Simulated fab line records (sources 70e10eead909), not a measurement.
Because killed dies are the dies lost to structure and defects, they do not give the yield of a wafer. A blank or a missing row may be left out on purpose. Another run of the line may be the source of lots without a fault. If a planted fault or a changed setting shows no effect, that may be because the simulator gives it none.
fab line records    flow nand-harc
[record] lots = 24  wafers = 72  last-day = 33
route steps=1302 shown A_WL_FILL@966 A_CONTACT@983
lots that met no fault: taken from a fault-free run of the same line
start-h: start of the lot's first displayed wafer, in hours after the record's first day    wait-h: hours since the lot's step before    " unchanged from the row above    L1.1+2: a single row standing in for several wafers    - either no value or no given start    * or withheld: withheld    < > ~ a bound
route shown NAME@n: NAME is a module with steps in the file, n the number in the route of the first one    usual: mean/standard deviation taken from wafers without a fault    same: alike in all rows    chamber/n: place in a boat    sites: the reading at each site    _std_site: standard deviation across them    _edge_site: mean of outer sites minus mean of inner sites    radius-mm: for every site, how far away it sits from the centre of the wafer    mask NAME#n: copy n    behind: the tool/chamber that last shaped the wafer    hold: why the lot was held/for how many hours/how that ended    device: whichever transistor did not switch (one of n, p or np)    end of line: at the end of the route, the tests of the same wafers    a step with no rows: only its recipe    killed: count of dies lost to structure and defects at first sort (not the wafer's yield)    map: the dies of a wafer, with x for killed, . for not killed, _ for no die there
set.NAME: the setting as run; set.NAME@STEP: as run at that earlier step    model.NAME: the simulator's own value behind a step, which no gauge read
a sample of lots followed through the steps of the route, with each step as a table and each wafer as a row
services: the hour from which a tool's chamber was out of use, counted from the record's first day as start-h (under 0 if before that day), plus the number of hours and why
[[steps]]
[step NHARC_A_WL_FILL_ETCHBACK_16]
[recipe] target-depth-a = 1200  time-s = 24  c4f8-flow-sccm = withheld  o2-flow-sccm = 8  ar-flow-sccm = withheld  rf-w = 600  bias-w = 800  chemistry = C4F8/O2/Ar
[usual] oes-product-au = 0.986/0.027  rf-fwd-power-W = 589/3.6  rf-vpp-V = 721/3.7
lot.wafer  tool         chamber  start-h  wait-h  oes-product-au  rf-fwd-power-W  rf-hours-counter-h  rf-vpp-V
L074.3     rie-diel-10  2        -        -       1.011           595             3.6                 718
L074.2     "            3        "        "       0.990           596             4.0                 717
L074.5     "            1        "        "       0.995           588             -                   721
L077.1     rie-diel-02  2        -        -       0.981           584             2.6                 726
L077.2     "            0        "        "       1.002           589             2.5                 728
L077.5     "            2        "        "       0.999           589             -                   725
L075.1     rie-diel-10  2        -        -       1.005           589             3.7                 718
L075.4     "            0        "        "       1.014           592             4.2                 728
L075.6     "            2        "        "       1.012           592             -                   717
L076.2     rie-diel-02  2        -        -       0.981           585             2.7                 726
L076.4     "            3        "        "       1.002           584             2.4                 723
L076.5     "            1        "        "       1.000           584             -                   719
L078.2     rie-diel-02  0        -        -       1.001           590             3.0                 726
L078.6     "            0        "        "       0.993           589             -                   726
L078.5     "            1        "        "       0.998           584             -                   720
L079.3     rie-diel-01  0        -        -       0.985           587             4.5                 717
L079.4     "            2        "        "       0.991           591             4.0                 717
L079.5     "            3        "        "       1.001           586             -                   725
L081.4     rie-diel-10  0        -        -       0.974           594             7.9                 727
L081.2     "            2        "        "       0.971           592             7.2                 717
L081.5     "            3        "        "       0.948           591             -                   716
L080.2     rie-diel-10  1        -        -       1.005           591             6.8                 721
L080.3     "            0        "        "       1.015           597             8.3                 726
L080.5     "            1        "        "       1.007           590             -                   722
L083.4     rie-diel-10  1        -        -       1.009           592             7.0                 722
L083.1     "            2        "        "       1.013           592             8.1                 718
L083.6     "            1        "        "       0.998           589             -                   720
L084.3     rie-diel-02  1        -        -       0.929           587             4.6                 719
L084.1     "            3        "        "       0.924           587             4.2                 724
L084.6     "            1        "        "       0.922           586             -                   719
L085.3     rie-diel-01  2        -        -       1.017           591             0.1                 717
L085.5     "            0        "        "       1.006           584             -                   718
L085.4     "            1        "        "       0.991           589             -                   719
L082.2     rie-diel-01  1        -        -       0.993           592             0.2                 720
L082.6     "            3        "        "       0.989           583             -                   723
L082.5     "            0        "        "       1.002           585             -                   719
L088.4     rie-diel-02  3        -        -       0.922           589             0.9                 723
L088.1     "            2        "        "       0.926           587             0.9                 726
L088.5     "            0        "        "       0.931           589             -                   726
L087.1     rie-diel-01  3        -        -       0.981           587             0.8                 724
L087.2     "            0        "        "       1.005           587             0.8                 718
L087.6     "            2        "        "       1.009           590             -                   717
L086.3     rie-diel-10  0        -        -       1.014           597             0.1                 729
L086.4     "            1        "        "       0.990           591             0.1                 719
L086.6     "            3        "        "       0.995           592             -                   716
L089.1     rie-diel-01  3        -        -       0.915           585             1.4                 726
L089.2     "            1        "        "       0.913           589             1.4                 718
L089.5     "            3        "        "       0.919           588             -                   724
L090.3     rie-diel-01  3        -        -       0.989           586             1.7                 725
L090.1     "            0        "        "       0.997           583             1.5                 719
L090.4     "            2        "        "       1.000           588             1.9                 716
L093.2     rie-diel-10  2        -        -       1.007           589             3.2                 718
L093.3     "            0        "        "       1.012           595             3.3                 726
L093.5     "            3        "        "       1.010           594             -                   719
L092.1     rie-diel-01  0        -        -       0.998           583             1.9                 718
L092.3     "            1        "        "       0.980           591             1.9                 718
L092.2     "            2        "        "       1.016           591             2.2                 717
L091.2     rie-diel-02  2        -        -       0.965           583             2.1                 727
L091.6     "            1        "        "       0.968           588             -                   721
L091.5     "            2        "        "       0.967           586             -                   728
L094.1     rie-diel-02  0        -        -       1.004           592             1.8                 726
L094.4     "            1        "        "       0.998           584             2.4                 717
L094.5     "            0        "        "       0.996           592             -                   727
L096.1     rie-diel-01  2        -        -       1.004           591             3.8                 717
L096.5     "            2        "        "       0.999           590             -                   717
L096.6     "            3        "        "       0.979           585             -                   725
L095.1     rie-diel-02  1        -        -       1.000           586             3.0                 720
L095.5     "            2        "        "       0.997           585             -                   727
L095.4     "            1        "        "       1.006           586             -                   720
L097.1     rie-diel-01  0        -        -       0.989           584             3.4                 718
L097.4     "            2        "        "       1.014           589             4.0                 718
L097.3     "            3        "        "       0.985           585             3.9                 725
[step NHARC_A_CONTACT_DEP_24]
[recipe] target-thk-a = 5000  temp-c = 400  pressure-torr = 6.5  rf-w = 900  teos-flow-sccm = 161.4  flow-sccm = 2650  target-thk-nm = 500  gas = O2  material = SiO2
[usual] heater-power-w = 552/72  rf-fwd-power-W = 898/3  showerhead-vpp-V = 1853/89  throttle-valve-pct = 15.7/0.54
lot.wafer  tool      chamber  start-h  wait-h  heater-power-w  rf-fwd-power-W  showerhead-vpp-V  throttle-valve-pct
L074.2     pecvd-02  2        489.22   0.1     464             901             1730              15.5
L074.3     "         0        "        "       574             904             1974              16.9
L074.5     "         2        "        "       493             904             1737              15.3
L077.1     pecvd-02  1        494.26   0.1     542             898             1804              15.4
L077.2     "         2        "        "       553             897             1756              15.3
L077.5     "         2        "        "       588             898             1791              15.5
L075.1     pecvd-03  1        494.51   0.3     545             894             2040              14.9
L075.6     "         2        "        "       696             893             1703              16.2
L075.4     "         1        "        "       601             899             2075              15.0
L076.2     pecvd-02  1        505.16   0.2     436             900             1842              15.2
L076.5     "         2        "        "       532             900             1758              15.5
L076.4     "         1        "        "       493             900             1824              15.3
L078.2     pecvd-01  2        522.92   0.1     453             901             1962              15.2
L078.5     "         1        "        "       360             900             1850              15.3
L078.6     "         2        "        "       508             898             1919              15.6
L079.3     pecvd-02  1        549.72   0.2     577             904             1859              15.6
L079.5     "         2        "        "       581             897             1739              15.9
L079.4     "         1        "        "       433             900             1812              15.5
L081.2     pecvd-01  0        562.44   0.1     552             900             1795              15.4
L081.4     "         0        "        "       589             899             1800              15.4
L081.5     "         0        "        "       610             891             1765              15.0
L080.3     pecvd-02  0        569.47   0.1     520             902             1933              16.8
L080.2     "         1        "        "       593             902             1824              15.5
L080.5     "         0        "        "       569             903             1920              16.9
L084.3     pecvd-01  0        575.28   0.1     606             902             1755              15.3
L084.1     "         1        "        "       437             901             1862              15.7
L084.6     "         2        "        "       570             896             1959              15.9
L083.1     pecvd-03  2        575.34   0.2     635             896             1702              16.4
L083.6     "         0        "        "       596             901             1978              16.2
L083.4     "         2        "        "       667             895             1720              16.4
L085.3     pecvd-01  1        578.38   0.2     455             896             1878              15.9
L085.5     "         2        "        "       505             898             1917              15.3
L085.4     "         1        "        "       455             896             1860              15.7
L082.2     pecvd-02  0        584.40   0.1     575             900             1954              16.8
L082.5     "         0        "        "       615             900             1950              16.9
L082.6     "         1        "        "       580             896             1814              15.4
L088.1     pecvd-01  1        613.31   0.1     406             901             1896              15.7
L088.5     "         2        "        "       570             901             1939              15.6
L088.4     "         0        "        "       620             899             1807              15.4
L087.2     pecvd-02  1        613.51   0.1     545             895             1859              15.7
L087.1     "         2        "        "       479             900             1742              15.1
L087.6     "         2        "        "       519             899             1736              15.2
L086.3     pecvd-01  2        613.69   0.2     551             901             1932              15.6
L086.6     "         0        "        "       567             894             1792              15.3
L086.4     "         1        "        "       422             897             1847              15.8
L089.1     pecvd-02  0        625.73   0.1     600             896             1970              16.4
L089.2     "         1        "        "       517             895             1809              15.7
L089.5     "         2        "        "       563             899             1748              15.1
L090.3     pecvd-01  1        635.30   0.1     470             900             1889              15.7
L090.1     "         0        "        "       514             900             1777              15.4
L090.4     "         2        "        "       550             898             1906              15.6
L092.3     pecvd-02  0        659.66   0.1     624             898             1951              16.6
L092.1     "         1        "        "       564             899             1813              15.6
L092.2     "         2        "        "       459             900             1759              14.9
L093.2     pecvd-01  2        659.67   0.1     570             898             1912              15.8
L093.3     "         1        "        "       459             896             1845              15.8
L093.5     "         1        "        "       471             900             1860              15.8
L091.2     pecvd-02  1        663.95   0.2     540             898             1862              15.8
L091.5     "         2        "        "       554             900             1714              15.3
L091.6     "         0        "        "       631             903             1912              16.7
L094.1     pecvd-02  2        671.31   0.1     569             895             1740              15.1
L094.4     "         2        "        "       598             897             1743              15.3
L094.5     "         0        "        "       650             897             1917              16.8
L096.1     pecvd-02  1        701.63   0.2     603             899             1816              15.7
L096.6     "         0        "        "       569             901             1963              16.5
L096.5     "         1        "        "       448             893             1844              15.5
L095.1     pecvd-03  0        701.64   0.2     545             901             1916              16.5
L095.4     "         1        "        "       610             893             2057              15.5
L095.5     "         2        "        "       749             903             1756              16.7
L097.1     pecvd-01  1        718.59   0.3     410             892             1868              15.7
L097.3     "         0        "        "       591             901             1807              15.3
L097.4     "         1        "        "       431             894             1827              15.8
[step NHARC_A_CONTACT_ETCH_114]
[recipe] source-w = withheld  pressure-mtorr = 20  bias-v = 3000  time-s = 190  target-depth-a = 18500  ar-flow-sccm = withheld  c4f8-flow-sccm = withheld  o2-flow-sccm = withheld  chemistry = C4F8/O2/Ar
lot.wafer  tool             chamber  start-h  wait-h  rf-hours-counter-h
L074.2     har-cap-etch-01  1        498.23   0.1     133
L074.3     "                0        "        "       -
L074.5     "                1        "        "       -
L077.2     har-cap-etch-02  0        502.58   0.1     79
L077.1     "                1        "        "       79
L077.5     "                0        "        "       -
L075.1     har-cap-etch-03  0        502.74   0.1     42
L075.4     "                1        "        "       -
L075.6     "                0        "        "       -
L076.2     har-cap-etch-02  1        514.79   0.1     83
L076.4     "                0        "        "       -
L076.5     "                1        "        "       -
L078.2     har-cap-etch-03  0        531.00   0.1     50
L078.5     "                1        "        "       -
L078.6     "                0        "        "       -
L079.4     har-cap-etch-02  0        560.18   0.1     -
L079.3     "                1        "        "       -
L079.5     "                0        "        "       -
L081.2     har-cap-etch-03  0        570.71   0.1     53
L081.4     "                0        "        "       -
L081.5     "                0        "        "       -
L080.2     har-cap-etch-02  1        577.69   0.1     92
L080.3     "                1        "        "       -
L080.5     "                0        "        "       -
L083.1     har-cap-etch-01  1        586.20   0.1     8
L083.4     "                1        "        "       -
L083.6     "                0        "        "       -
L084.1     har-cap-etch-02  1        586.94   0.1     94
L084.3     "                1        "        "       -
L084.6     "                1        "        "       -
L085.4     har-cap-etch-02  1        591.89   0.1     -
L085.3     "                0        "        "       -
L085.5     "                1        "        "       -
L082.2     har-cap-etch-03  0        596.28   0.1     59
L082.5     "                0        "        "       -
L082.6     "                1        "        "       -
L088.1     har-cap-etch-02  1        622.07   0.1     102
L088.4     "                1        "        "       -
L088.5     "                1        "        "       -
L087.2     har-cap-etch-03  1        623.49   0.1     65
L087.1     "                0        "        "       65
L087.6     "                1        "        "       -
L086.4     har-cap-etch-01  0        626.40   0.1     -
L086.3     "                1        "        "       -
L086.6     "                0        "        "       -
L089.1     har-cap-etch-03  1        635.28   0.2     68
L089.2     "                0        "        "       68
L089.5     "                1        "        "       -
L090.1     har-cap-etch-03  0        643.73   0.2     70
L090.3     "                1        "        "       -
L090.4     "                0        "        "       -
L093.2     har-cap-etch-03  0        668.00   0.1     74
L093.3     "                1        "        "       -
L093.5     "                1        "        "       -
L092.2     har-cap-etch-01  1        668.83   0.1     26
L092.1     "                0        "        "       26
L092.3     "                0        "        "       -
L091.2     har-cap-etch-02  1        672.76   0.2     112
L091.5     "                0        "        "       -
L091.6     "                1        "        "       -
L094.1     har-cap-etch-01  1        680.53   0.1     29
L094.4     "                0        "        "       -
L094.5     "                1        "        "       -
L095.1     har-cap-etch-03  0        709.56   0.1     82
L095.4     "                1        "        "       -
L095.5     "                1        "        "       -
L096.1     har-cap-etch-01  0        710.88   0.2     34
L096.5     "                1        "        "       -
L096.6     "                0        "        "       -
L097.1     har-cap-etch-02  0        727.65   0.1     121
L097.4     "                1        "        "       -
L097.3     "                0        "        "       -
[step NHARC_A_CONTACT_ETCH_122]
[recipe] source-w = withheld  pressure-mtorr = 20  bias-v = 3000  time-s = 190  target-depth-a = 18500  ar-flow-sccm = withheld  c4f8-flow-sccm = withheld  o2-flow-sccm = withheld  chemistry = C4F8/O2/Ar
lot.wafer  tool             chamber  start-h  wait-h  rf-hours-counter-h
L074.2     har-cap-etch-01  1        499.60   0.1     134
L074.3     "                0        "        "       -
L074.5     "                1        "        "       -
L077.2     har-cap-etch-02  0        503.95   0.1     80
L077.1     "                1        "        "       80
L077.5     "                0        "        "       -
L075.1     har-cap-etch-03  0        504.11   0.1     44
L075.4     "                1        "        "       -
L075.6     "                0        "        "       -
L076.2     har-cap-etch-02  1        516.16   0.1     84
L076.4     "                0        "        "       -
L076.5     "                1        "        "       -
L078.2     har-cap-etch-03  0        532.36   0.1     51
L078.5     "                1        "        "       -
L078.6     "                0        "        "       -
L079.4     har-cap-etch-02  0        561.55   0.1     -
L079.3     "                1        "        "       -
L079.5     "                0        "        "       -
L081.2     har-cap-etch-03  0        572.07   0.1     55
L081.4     "                0        "        "       -
L081.5     "                0        "        "       -
L080.2     har-cap-etch-02  1        579.04   0.1     93
L080.3     "                1        "        "       -
L080.5     "                0        "        "       -
L084.1     har-cap-etch-02  1        588.30   0.1     95
L084.3     "                1        "        "       -
L084.6     "                1        "        "       -
L083.1     har-cap-etch-01  1        588.34   0.1     10
L083.4     "                1        "        "       -
L083.6     "                0        "        "       -
L085.4     har-cap-etch-02  1        593.26   0.1     -
L085.3     "                0        "        "       -
L085.5     "                1        "        "       -
L082.2     har-cap-etch-03  0        597.66   0.1     60
L082.5     "                0        "        "       -
L082.6     "                1        "        "       -
L088.1     har-cap-etch-02  1        623.44   0.1     103
L088.4     "                1        "        "       -
L088.5     "                1        "        "       -
L087.2     har-cap-etch-03  1        624.85   0.1     67
L087.1     "                0        "        "       67
L087.6     "                1        "        "       -
L086.4     har-cap-etch-01  0        627.76   0.1     -
L086.3     "                1        "        "       -
L086.6     "                0        "        "       -
L089.1     har-cap-etch-03  1        637.10   0.2     69
L089.2     "                0        "        "       69
L089.5     "                1        "        "       -
L090.1     har-cap-etch-03  0        645.55   0.2     71
L090.3     "                1        "        "       -
L090.4     "                0        "        "       -
L093.2     har-cap-etch-03  0        669.36   0.1     75
L093.3     "                1        "        "       -
L093.5     "                1        "        "       -
L092.2     har-cap-etch-01  1        670.20   0.1     28
L092.1     "                0        "        "       28
L092.3     "                0        "        "       -
L091.2     har-cap-etch-02  1        674.60   0.2     114
L091.5     "                0        "        "       -
L091.6     "                1        "        "       -
L094.1     har-cap-etch-01  1        681.89   0.1     30
L094.4     "                0        "        "       -
L094.5     "                1        "        "       -
L095.1     har-cap-etch-03  0        710.92   0.1     83
L095.4     "                1        "        "       -
L095.5     "                1        "        "       -
L096.1     har-cap-etch-01  0        712.70   0.2     35
L096.5     "                1        "        "       -
L096.6     "                0        "        "       -
L097.1     har-cap-etch-02  0        729.02   0.1     122
L097.4     "                1        "        "       -
L097.3     "                0        "        "       -
[step NHARC_A_CONTACT_CD_MEAS_53]
[usual] cd-nm = 289.6/0.85
lot.wafer  tool       chamber  start-h  wait-h  cd-nm
L074.2     cd-sem-03  -        500.93   -       288.3
L074.3     "          -        "        "       288.7
L074.5     "          -        "        "       288.6
L077.1     cd-sem-01  -        505.40   -       289.8
L077.2     "          -        "        "       290.1
L077.5     "          -        "        "       290.2
L075.1     cd-sem-03  -        505.45   -       288.6
L075.4     "          -        "        "       289.1
L075.6     "          -        "        "       288.6
L076.2     cd-sem-03  -        517.68   -       289.9
L076.4     "          -        "        "       289.9
L076.5     "          -        "        "       289.8
L078.2     cd-sem-02  -        533.70   -       289.4
L078.5     "          -        "        "       288.9
L078.6     "          -        "        "       288.4
L079.3     cd-sem-03  -        562.86   -       289.0
L079.4     "          -        "        "       288.2
L079.5     "          -        "        "       287.3
L081.2     cd-sem-02  -        573.44   -       289.6
L081.4     "          -        "        "       289.8
L081.5     "          -        "        "       289.3
L080.2     cd-sem-03  -        580.40   -       288.8
L080.3     "          -        "        "       288.7
L080.5     "          -        "        "       288.6
L084.1     cd-sem-01  -        590.03   -       289.3
L084.3     "          -        "        "       288.3
L084.6     "          -        "        "       288.5
L083.1     cd-sem-02  -        590.04   -       289.3
L083.4     "          -        "        "       288.9
L083.6     "          -        "        "       288.8
L085.3     cd-sem-03  -        594.57   -       290.2
L085.4     "          -        "        "       290.4
L085.5     "          -        "        "       290.2
L082.2     cd-sem-02  -        599.02   -       290.3
L082.5     "          -        "        "       289.8
L082.6     "          -        "        "       290.2
L088.1     cd-sem-03  -        624.81   -       287.4
L088.4     "          -        "        "       288.3
L088.5     "          -        "        "       288.7
L087.1     cd-sem-03  -        626.21   -       289.5
L087.2     "          -        "        "       289.7
L087.6     "          -        "        "       289.3
L086.3     cd-sem-03  -        629.08   -       290.0
L086.4     "          -        "        "       290.0
L086.6     "          -        "        "       290.2
L089.1     cd-sem-02  -        638.69   -       290.9
L089.2     "          -        "        "       290.8
L089.5     "          -        "        "       290.8
L090.1     cd-sem-02  -        647.15   -       290.9
L090.3     "          -        "        "       290.8
L090.4     "          -        "        "       291.0
L093.2     cd-sem-01  -        670.71   -       291.1
L093.3     "          -        "        "       291.0
L093.5     "          -        "        "       290.2
L092.1     cd-sem-03  -        671.56   -       289.5
L092.2     "          -        "        "       289.4
L092.3     "          -        "        "       289.8
L091.2     cd-sem-03  -        676.15   -       289.9
L091.5     "          -        "        "       289.7
L091.6     "          -        "        "       289.6
L094.1     cd-sem-03  -        683.29   -       288.5
L094.4     "          -        "        "       288.2
L094.5     "          -        "        "       288.8
L095.1     cd-sem-03  -        712.29   -       289.7
L095.4     "          -        "        "       289.2
L095.5     "          -        "        "       289.2
L096.1     cd-sem-02  -        714.27   -       290.7
L096.5     "          -        "        "       291.0
L096.6     "          -        "        "       290.8
L097.1     cd-sem-01  -        730.36   -       290.7
L097.3     "          -        "        "       290.6
L097.4     "          -        "        "       291.0
[step NHARC_A_CONTACT_ETCH_102]
[recipe] target-depth-a = 1000  overetch-a = 100  time-s = 55  ion-energy-ev = 100  cf4-flow-sccm = 80  o2-flow-sccm = 20  ar-flow-sccm = 0  rf-w = 300  bias-w = 100  chemistry = CF4/O2
[usual] drypump-motor-current-A = 5.6/0.4  oes-product-au = 1.000/0.0098  rf-fwd-power-W = 297.1/1.1  rf-vpp-V = 198.2/1.3  showerhead-plenum-p-Torr = 1.36/0.043  throttle-valve-pct = 13.397/0.0082
lot.wafer  tool         chamber  start-h  wait-h  drypump-motor-current-A  oes-product-au  rf-fwd-power-W  rf-hours-counter-h  rf-vpp-V  showerhead-plenum-p-Torr  throttle-valve-pct
L074.2     rie-diel-06  3        501.23   0.1     6.0                      1.003           297.0           2                   196.9     1.32                      13.401
L074.3     "            0        "        "       6.0                      1.000           297.7           1                   198.4     1.35                      13.376
L074.5     "            2        "        "       5.0                      0.987           296.8           -                   198.1     1.33                      13.383
L077.2     rie-diel-04  3        505.71   0.1     5.3                      1.001           298.1           22                  198.6     1.36                      13.392
L077.1     "            1        "        "       5.4                      1.007           296.8           24                  197.1     1.33                      13.407
L077.5     "            3        "        "       5.3                      1.005           298.9           -                   198.1     1.36                      13.404
L075.4     rie-diel-06  0        505.90   0.2     6.1                      0.996           297.2           4                   198.3     1.34                      13.404
L075.1     "            2        "        "       5.0                      0.992           297.0           3                   197.2     1.33                      13.398
L075.6     "            0        "        "       6.1                      0.997           298.7           -                   197.4     1.34                      13.394
L076.4     rie-diel-04  2        518.28   0.1     5.2                      1.023           297.5           27                  199.5     1.38                      13.398
L076.2     "            0        "        "       5.4                      1.010           298.1           27                  198.6     1.39                      13.401
L076.5     "            2        "        "       5.2                      1.021           296.8           -                   198.7     1.39                      13.395
L078.2     rie-diel-11  0        533.99   0.1     6.2                      0.993           296.9           29                  199.6     1.41                      13.387
L078.5     "            3        "        "       5.9                      1.004           295.9           -                   197.1     1.30                      13.402
L078.6     "            0        "        "       6.2                      0.995           297.1           -                   199.4     1.41                      13.407
L079.3     rie-diel-04  1        563.15   0.1     5.4                      0.995           297.6           1                   196.8     1.33                      13.387
L079.4     "            2        "        "       5.2                      1.016           296.3           1                   197.4     1.38                      13.395
L079.5     "            1        "        "       5.4                      0.994           296.3           -                   199.6     1.33                      13.396
L081.2     rie-diel-04  1        573.73   0.1     5.4                      1.004           298.0           2                   198.7     1.33                      13.407
L081.4     "            2        "        "       5.2                      1.011           295.5           3                   198.2     1.38                      13.390
L081.5     "            1        "        "       5.4                      0.991           297.1           -                   198.5     1.33                      13.399
L080.3     rie-diel-11  3        580.88   0.1     5.8                      1.001           296.0           43                  197.7     1.30                      13.410
L080.2     "            0        "        "       6.2                      0.994           297.1           41                  199.6     1.41                      13.396
L080.5     "            2        "        "       5.4                      0.995           299.2           -                   198.4     1.42                      13.397
L084.1     rie-diel-04  0        590.34   0.1     5.4                      0.999           297.3           6                   198.2     1.39                      13.390
L084.3     "            1        "        "       5.4                      0.991           296.2           5                   197.9     1.33                      13.398
L084.6     "            1        "        "       5.4                      0.993           296.6           -                   197.5     1.33                      13.404
L083.4     rie-diel-04  2        590.39   0.1     5.2                      1.005           296.6           7                   197.8     1.38                      13.394
L083.1     "            3        "        "       5.3                      1.004           298.6           8                   198.0     1.36                      13.408
L083.6     "            0        "        "       5.4                      0.999           298.3           -                   198.5     1.39                      13.389
L085.4     rie-diel-04  2        594.87   0.1     5.2                      1.007           295.9           8                   199.1     1.38                      13.382
L085.3     "            3        "        "       5.3                      1.008           297.5           9                   199.1     1.36                      13.406
L085.5     "            1        "        "       5.4                      0.994           295.6           -                   197.6     1.33                      13.397
L082.2     rie-diel-11  2        599.32   0.1     5.5                      1.006           298.4           46                  198.4     1.42                      13.392
L082.5     "            0        "        "       6.2                      1.005           295.7           -                   200.7     1.41                      13.386
L082.6     "            1        "        "       6.1                      0.996           297.6           -                   198.1     1.43                      13.397
L088.4     rie-diel-06  2        625.10   0.0     5.0                      0.999           297.8           50                  197.9     1.32                      13.397
L088.1     "            3        "        "       6.0                      0.997           298.0           50                  197.6     1.31                      13.403
L088.5     "            2        "        "       5.1                      0.986           295.9           -                   196.8     1.32                      13.401
L087.1     rie-diel-04  1        626.50   0.1     5.4                      1.011           296.1           15                  198.2     1.33                      13.392
L087.2     "            3        "        "       5.3                      0.994           298.3           17                  197.9     1.36                      13.395
L087.6     "            1        "        "       5.4                      1.002           296.8           -                   197.4     1.33                      13.405
L086.3     rie-diel-11  1        629.38   0.1     6.1                      1.010           297.6           3                   198.0     1.43                      13.386
L086.4     "            3        "        "       5.9                      1.021           293.9           3                   196.9     1.29                      13.387
L086.6     "            1        "        "       6.1                      1.009           296.6           -                   199.9     1.43                      13.406
L089.2     rie-diel-11  1        638.99   0.1     6.1                      1.000           296.6           5                   200.5     1.43                      13.393
L089.1     "            0        "        "       6.2                      0.987           296.0           5                   199.8     1.40                      13.389
L089.5     "            1        "        "       6.1                      0.998           298.6           -                   200.9     1.43                      13.387
L090.4     rie-diel-04  2        647.44   0.1     5.2                      1.001           296.8           23                  198.8     1.38                      13.402
L090.1     "            3        "        "       5.3                      1.007           298.5           23                  198.9     1.35                      13.388
L090.3     "            1        "        "       5.4                      1.009           296.1           21                  196.5     1.33                      13.395
L093.2     rie-diel-06  0        671.04   0.1     6.0                      0.989           297.2           0                   196.7     1.33                      13.403
L093.3     "            2        "        "       5.0                      0.981           299.4           0                   196.5     1.31                      13.393
L093.5     "            3        "        "       6.0                      0.996           296.7           -                   195.3     1.31                      13.406
L092.1     rie-diel-11  0        671.86   0.1     6.2                      0.998           295.2           18                  199.7     1.40                      13.388
L092.2     "            1        "        "       6.1                      1.017           297.7           18                  199.4     1.43                      13.394
L092.3     "            2        "        "       5.5                      0.991           297.8           22                  200.9     1.41                      13.403
L091.2     rie-diel-06  0        676.48   0.1     6.1                      0.981           297.5           1                   198.3     1.33                      13.386
L091.5     "            3        "        "       6.0                      1.001           295.9           -                   198.5     1.31                      13.396
L091.6     "            2        "        "       5.0                      0.973           297.5           -                   197.6     1.31                      13.390
L094.1     rie-diel-04  2        683.61   0.1     5.2                      1.013           296.6           29                  198.3     1.38                      13.396
L094.5     "            2        "        "       5.2                      1.019           295.7           -                   197.5     1.38                      13.395
L094.4     "            3        "        "       5.3                      1.012           299.4           -                   198.3     1.35                      13.389
L095.1     rie-diel-06  0        712.63   0.1     6.0                      0.996           296.7           18                  196.5     1.33                      13.409
L095.4     "            3        "        "       6.0                      0.991           298.1           -                   196.3     1.30                      13.376
L095.5     "            0        "        "       6.1                      0.986           297.7           -                   197.8     1.33                      13.400
L096.1     rie-diel-11  2        714.56   0.1     5.4                      1.013           296.6           34                  199.5     1.41                      13.392
L096.6     "            1        "        "       6.1                      1.000           295.4           -                   199.9     1.43                      13.405
L096.5     "            2        "        "       5.4                      1.014           296.7           -                   198.8     1.41                      13.394
L097.3     rie-diel-04  3        730.66   0.1     5.3                      0.996           298.1           2                   197.0     1.35                      13.398
L097.1     "            0        "        "       5.4                      1.007           297.6           3                   199.7     1.38                      13.383
L097.4     "            1        "        "       5.4                      0.995           297.1           3                   197.6     1.32                      13.401
[[services]]
tool             chamber  start-h  hours  kind
rie-diel-01      2        462.89   6.8    repair
rie-diel-10      1        463.92   16.4   repair
pecvd-01         -        492.00   13.0   pm
har-cap-etch-01  -        500.26   17.0   pm
rie-diel-11      -        521.51   1.2    repair
rie-diel-10      -        528.44   0.8    repair
rie-diel-02      1        530.06   2.0    repair
rie-diel-04      -        531.90   9.0    pm
rie-diel-02      2        542.22   3.2    repair
rie-diel-04      2        545.41   3.6    repair
rie-diel-01      -        557.84   9.0    pm
pecvd-01         2        561.85   13.2   repair
rie-diel-02      -        570.70   9.0    pm
pecvd-02         -        589.31   13.0   pm
har-cap-etch-01  -        593.61   0.2    repair
har-cap-etch-02  -        616.73   1.2    repair
pecvd-01         -        642.84   5.7    repair
pecvd-01         0        672.45   4.4    repair
pecvd-01         -        673.00   13.0   pm
rie-diel-04      0        681.85   8.3    repair
rie-diel-02      0        691.73   11.2   repair
rie-diel-04      -        708.90   9.0    pm
pecvd-01         2        709.76   15.7   repair
rie-diel-01      2        723.33   7.1    repair
[[key]]
fault none
